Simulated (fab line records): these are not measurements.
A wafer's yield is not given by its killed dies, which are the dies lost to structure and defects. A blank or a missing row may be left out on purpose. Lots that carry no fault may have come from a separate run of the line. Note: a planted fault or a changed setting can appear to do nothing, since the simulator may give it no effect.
Which of the tools did it? / flow nand_harc / 14 lots, 39 wafers sampled, at 2 steps of a route of 1302

WHAT EACH GAUGE READ, for each wafer
NHARC_A_ONON_D1_THK_MEAS_14: measures by ellipsometry.
lot=L174; measured=day 7 16:11; on=film_metro-02; thk_nm (nm)=1003 1001 1001
lot=L175; measured=day 8 08:50; on=film_metro-01; thk_nm (nm)=1026 1025 1026
lot=L176; measured=day 8 19:30; on=film_metro-02; thk_nm (nm)=1007 1005 1006
lot=L177; measured=day 8 19:40; on=film_metro-01; thk_nm (nm)=985 985 985
lot=L178; measured=day 9 12:25; on=film_metro-01; thk_nm (nm)=993 993 992
lot=L181; measured=day 10 22:38; on=film_metro-02; thk_nm (nm)=972 974 974
lot=L185; measured=day 12 09:58; on=film_metro-02; thk_nm (nm)=995 997
lot=L186; measured=day 13 03:22; on=film_metro-02; thk_nm (nm)=992
lot=L189; measured=day 13 19:09; on=film_metro-01; thk_nm (nm)=988 990 989
lot=L190; measured=day 14 12:31; on=film_metro-01; thk_nm (nm)=1002 1000 1001
lot=L193; measured=day 15 15:56; on=film_metro-01; thk_nm (nm)=1006 1006 1006
lot=L195; measured=day 16 11:24; on=film_metro-02; thk_nm (nm)=991 991 991
lot=L196; measured=day 16 22:13; on=film_metro-01; thk_nm (nm)=994 995 993
lot=L197; measured=day 17 04:08; on=film_metro-01; thk_nm (nm)=1004 1004 1005

NHARC_A_ONON_D1_INSPECT_32.
lot=L174; measured=day 8 02:47; on=defect_inspect-02; raw_defect_count=81 83 83
lot=L175; measured=day 8 20:34; on=defect_inspect-01; raw_defect_count=54 43 54
lot=L176; measured=day 9 08:40; on=defect_inspect-02; raw_defect_count=63 81 26
lot=L177; measured=day 9 08:41; on=defect_inspect-01; raw_defect_count=43 104 71
lot=L178; measured=day 10 02:42; on=defect_inspect-02; raw_defect_count=133 94 127
lot=L181; measured=day 11 10:31; on=defect_inspect-02; raw_defect_count=111 68 53
lot=L185; measured=day 12 23:29; on=defect_inspect-01; raw_defect_count=126 86
lot=L186; measured=day 13 13:58; on=defect_inspect-02; raw_defect_count=106
lot=L189; measured=day 14 05:36; on=defect_inspect-02; raw_defect_count=36 50 69
lot=L190; measured=day 14 23:56; on=defect_inspect-02; raw_defect_count=36 70 45
lot=L193; measured=day 16 02:28; on=defect_inspect-02; raw_defect_count=31 87 39
lot=L195; measured=day 17 01:23; on=defect_inspect-02; raw_defect_count=93 97 85
lot=L196; measured=day 17 09:57; on=defect_inspect-01; raw_defect_count=62 86 51
lot=L197; measured=day 17 17:38; on=defect_inspect-01; raw_defect_count=67 62 54

WHICH TOOL RAN EACH LOT (tool, then ch and the chambers of the sampled wafers, then the start)
The record holds no process step before these readings.

AS READ BY THE TOOLS THEMSELVES (means over the sampled wafers that have a number; for cases with no such wafer, the mark the record gives instead)
The record holds no such reading with a usual standard deviation.

THE ANSWER, worked out from the rows above alone
Rule: the lots themselves supply what counts as usual. The widest of any qualifying gaps counts: lots, ordered by their means at a reading, are off when they make up no more than a third of the lots, leave a main group of 4 or more, and stand apart from it by 3 or more times the standard deviation of that group's means. A main group whose means are all the same, to the digits that the tables above print for the reading, isn't used. A lot without any number at a reading at which 4 lots or more have one is off too. Any other lot the step has rows for is counted as sound. Order of review: gauges by route order, followed by the tools' own readings, for which a lot's mean as printed above is used. At the first step where some lot is off, the reading lying furthest off is the one used; lots without a number count as furthest.
Nothing can be told from this: no lot is off at any reading shown.

WHAT THE SIMULATOR HAD INSERTED
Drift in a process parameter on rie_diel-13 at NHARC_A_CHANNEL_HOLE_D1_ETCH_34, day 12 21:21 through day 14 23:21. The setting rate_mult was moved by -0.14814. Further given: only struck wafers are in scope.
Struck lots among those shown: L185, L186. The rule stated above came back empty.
